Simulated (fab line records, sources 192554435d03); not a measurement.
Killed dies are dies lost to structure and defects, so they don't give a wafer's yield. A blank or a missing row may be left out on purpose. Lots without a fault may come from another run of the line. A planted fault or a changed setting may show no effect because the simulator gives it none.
One fault seen from 2 desks | flow n5_finfet | each desk has only its own numbers; what lay behind them comes last

THE METROLOGY DESK
What the gauges read, lot by lot, whatever tool the lot ran on: means of the sampled wafers that have a number. A lot is out of limits, marked OUT, if its mean lies more than 4 standard deviations from the usual mean; the brackets give that distance. Of its 11 readings 7 are shown: the one that was out of limits first, and those that lie furthest out on some lot.
Columns: A = cd_nm at N5_SD_EPI_N_CD_MEAS_09, usual 120.0 nm; B = DIBL_N at N5_BEOL_M4_RC_MEAS_101, usual 36.5 mV/V; C = DIBL_P at N5_BEOL_M4_RC_MEAS_101, usual 36.4 mV/V; D = IOFF_N at N5_BEOL_M4_RC_MEAS_101, usual 0.17 nA/um; E = ION_P at N5_BEOL_M4_RC_MEAS_101, usual 462 uA/um; F = VT_N at N5_BEOL_M4_RC_MEAS_101, usual 249 mV; G = VT_P at N5_BEOL_M4_RC_MEAS_101, usual -251 mV
lot  | first seen here | A                | B    | C    | D    | E   | F   | G
L308 | day 3 02:46     | 119.5            | 37.3 | 37.6 | 0.19 | 464 | 246 | -250
L310 | day 3 14:49     | 119.9            | 39.4 | 38.7 | 0.22 | 463 | 246 | -252
L316 | day 5 04:34     | 121.2            | 35.8 | 33.6 | 0.13 | 456 | 254 | -256
L318 | day 5 15:58     | 115.6 (-6.1) OUT | 36.4 | 38.6 | 0.17 | 473 | 247 | -246
L320 | day 6 00:15     | 117.0 (-4.2) OUT | 38.6 | 37.1 | 0.17 | 460 | 250 | -253
L321 | day 6 08:23     | 116.5 (-4.8) OUT | 37.8 | 37.5 | 0.17 | 450 | 251 | -255
L326 | day 7 13:11     | 119.7            | 34.2 | 35.1 | 0.14 | 458 | 251 | -253
L327 | day 7 18:34     | 119.4            | 35.8 | 37.5 | 0.17 | 465 | 249 | -253
L331 | day 8 20:02     | 119.4            | 34.9 | 33.5 | 0.14 | 463 | 251 | -252
This desk's finding: out of limits on L318, L320, L321; first on L318, day 5 15:58 (cd_nm at N5_SD_EPI_N_CD_MEAS_09). In limits: L308, L310, L316, L326, L327, L331.

THE TOOL OWNER'S DESK: litho_track-02
The tool's own readings at N5_SD_EPI_N_PEB_07 (peb time 60 s): means of the sampled wafers that have a number, for each lot that ran on this tool. A lot is out of limits, marked OUT, if its mean lies more than 4 standard deviations from the usual mean; the brackets give that distance.
Columns: A = heater_power_total_W at N5_SD_EPI_N_PEB_07, usual 175.1 W; B = resist_line_temp_C at N5_SD_EPI_N_PEB_07, usual 22.98 C
lot  | first seen here | A                | B
L308 | day 3 02:42     | 175.1            | 23.07
L316 | day 5 04:30     | 174.0            | 22.98
L318 | day 5 15:55     | 190.5 (+9.6) OUT | 22.92
L320 | day 6 00:11     | 188.1 (+8.1) OUT | 22.99
L321 | day 6 08:19     | 189.8 (+9.2) OUT | 23.00
This desk's finding: out of limits on L318, L320, L321; first on L318, day 5 15:55 (heater_power_total_W at N5_SD_EPI_N_PEB_07). In limits: L308, L316.

PUT TOGETHER
The tool owner's desk could have raised an alarm at day 5 15:55, on L318, L320, L321.
The metrology desk could have raised an alarm at day 5 15:58, on L318, L320, L321.
Of the lots named, all ran N5_SD_EPI_N_PEB_07 on litho_track-02.

WHAT THE SIMULATOR HAD PUT IN
Process parameter drift: litho_track-02, from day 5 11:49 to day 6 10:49, at N5_SD_EPI_N_PEB_07. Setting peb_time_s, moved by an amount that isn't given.
Lots struck among those shown: L318, L320, L321.
Hours from the fault's start to each desk's first reading out of limits: the tool owner's desk, 4; the metrology desk, 4.
